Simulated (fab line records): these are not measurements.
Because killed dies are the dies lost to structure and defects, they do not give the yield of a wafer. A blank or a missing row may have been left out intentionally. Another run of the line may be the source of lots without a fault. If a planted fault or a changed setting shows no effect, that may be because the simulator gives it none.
Matching of chambers	flow n5-finfet	ald-metal-01 running N5_BEOL_M6_ALD_77: 4 sister chambers
The step deposits TaN, target thk 2 nm, pulse time 2 s, purge time 3 s. 18 wafers are shown with their chamber, then 9 later ones without.

## WAFERS PAIRED WITH THEIR CHAMBERS
wafer	chamber	heater-power-w (W)
L074.2	1	328
L074.3	2	406
L074.6	1	333
L078.1	2	405
L078.3	3	421
L078.6	3	423
L081.2	1	327
L081.4	0	448
L081.5	3	432
L087.1	2	410
L087.2	1	325
L087.3	0	456
L086.3	2	411
L086.4	1	335
L086.6	0	455
L091.2	2	407
L091.4	3	429
L091.6	3	420

SIGNATURES (means of the wafers above)
reading	chamber 0	chamber 1	chamber 2	chamber 3	scatter within a chamber
heater-power-w	453.00	329.60	407.80	425.00	4.19
Rule: a wafer's distance from a chamber is the root of the sum, over the readings, of the square of ((its reading less the chamber's mean) divided by the reading's scatter). If the next closest chamber is less than 2 further off than the closest, the wafer can't be placed; otherwise it belongs to the closest. The scatter: take each reading less its chamber's mean, square it, sum over the shown wafers, divide by the number of wafers less the number of chambers, and take the root.

## WAFERS WITHOUT THEIR CHAMBER
wafer	heater-power-w (W)
L093.1	413
L093.5	328
L093.6	451
L094.2	423
L094.3	326
L094.6	453
L096.1	435
L096.3	326
L096.5	427

## WHICH CHAMBER EACH WENT THROUGH
wafer	from the rows above	in truth
L093.1	can't be placed: 2 or 3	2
L093.5	1	1
L093.6	0	0
L094.2	3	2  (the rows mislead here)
L094.3	1	1
L094.6	0	0
L096.1	can't be placed: 3 or 0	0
L096.3	1	1
L096.5	3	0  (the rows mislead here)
Placed correctly: 5 of 9. Cannot be placed on the basis of these rows: 2; the candidates contain the true chamber in 2. Placed wrongly: 2.
